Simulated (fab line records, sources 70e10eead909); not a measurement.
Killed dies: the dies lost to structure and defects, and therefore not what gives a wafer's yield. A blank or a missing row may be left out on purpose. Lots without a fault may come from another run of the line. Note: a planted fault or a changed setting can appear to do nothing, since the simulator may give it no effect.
Struck lot and sound lot, side by side / flow nand harc / 17 out of 1159 route steps
Sound: the wafers L484.4, L484.5, L484.6. Struck: wafers L491.2, L491.4, L491.6. At the end, the cause is stated.
Each step with rows lists, per side, the tool, then ch with its chambers, then its first start. Under that, the readings that differ: sound wafers / struck wafers / difference of the means / sigmas: that difference in standard deviations of wafers without a fault.
alike: words and numbers the same on both sides, and readings whose means are apart by under 2 such deviations; not compared: readings that were withheld, readings missing a value for some wafer, numbers with overlapping values and no deviation given by the record, and bounds like >300 which may hide the same value.
A row with sigmas, a row that says differs or no value, or rows on one side alone: a step with any of these is where the two part. Non-overlapping numbers with no deviation appear without sigmas and do not part them. A reading that every wafer of one side lacks parts them only if that side has two wafers or more.

NHARC_A_WL_FILL_INSPECT_15:
  sound on defect inspect-02, day 16 08:08; struck on defect inspect-01, day 18 15:09
reading=raw defect count; sound=487 476 597; struck=252 393 243; difference=-224; sigmas=-2
NHARC_A_CONTACT_DEP_24: deposits SiO2, target thk 500 nm.
  sound on pecvd-02 ch 0,1,2, day 16 08:35; struck on pecvd-03 ch 0,1, day 18 15:20
  alike: heater power w, throttle valve pct
  not compared: since wet clean h
NHARC_A_CONTACT_DEP_28: deposits aC, target thk 3600 nm.
  sound on acl dep-01 ch 0, day 16 12:49; struck on acl dep-03 ch 0, day 18 17:07
  alike: throttle valve pct
NHARC_A_CONTACT_DEP_29: deposits SiON, target thk 70 nm.
  sound on pecvd-01 ch 1,2, day 16 14:04; struck on pecvd-03 ch 0,1, day 18 19:02
  alike: heater power w
  not compared: since wet clean h
then, 7 steps without rows for these wafers: NHARC_A_CONTACT_DEHYDRATE_32 (time 120 s); NHARC_A_CONTACT_HMDS_33 (time 30 s); NHARC_A_CONTACT_COAT_34 (time 75 s); NHARC_A_CONTACT_COAT_35 (time 65 s); NHARC_A_CONTACT_COAT_36 (resist thk 90 nm); NHARC_A_CONTACT_SOFTBAKE_37 (time 55 s); NHARC_A_CONTACT_EBR_38.
NHARC_A_CONTACT_EXPOSE_39: exposes mask A CC 3.
  sound on arfi scanner-01 ch 0, day 16 14:37; struck on arfi scanner-01 ch 0, day 18 19:26
reading=exposure dose mJ cm2; sound=58.75 58.83 58.75; struck=75.00 75.03 75.04; difference=+16.25; sigmas=+99 or more
  alike: mask
then, 2 steps without rows for these wafers: NHARC_A_CONTACT_PEB_40 (peb time 65 s); NHARC_A_CONTACT_DEVELOP_41 (develop time 35 s).
NHARC_A_CONTACT_CD_MEAS_42 targets a cd of 200 nm.
  sound on cd sem-01 ch 0, day 16 14:46; struck on cd sem-02 ch 0
reading=cd nm (nm); sound=199.6 200.2 200.2; struck=213.9 214.2 214.4; difference=+14.2; sigmas=+22
  not compared: hold
NHARC_A_CONTACT_OVL_MEAS_43:
  sound on overlay-01, day 16 14:50; struck on overlay-02, day 18 23:01
reading=hold; sound=- - -; struck=await dispo/3.2h/release await dispo/3.2h/release await dispo/3.2h/release; difference=no value on the sound wafers; sigmas=
reading=overlay x nm (nm); sound=1.0 1.2 1.3; struck=-1.1 -1.4 -1.9; difference=-2.6; sigmas=-3
  alike: overlay y nm
-- record jumps: 4 days between struck wafers' starts before vs after; left off in module A_CONTACT, resumes in module END, first step shown is number 1159 of the route --
NHARC_END_SORT_01:
  only the struck wafers appear in the record here, on prober-01 ch 0 at day 22 14:22; the sound ones have no rows

## WHERE THEY PART
First at NHARC_A_WL_FILL_INSPECT_15; last, within this record, at NHARC_END_SORT_01.

WHY: what the simulator had put in
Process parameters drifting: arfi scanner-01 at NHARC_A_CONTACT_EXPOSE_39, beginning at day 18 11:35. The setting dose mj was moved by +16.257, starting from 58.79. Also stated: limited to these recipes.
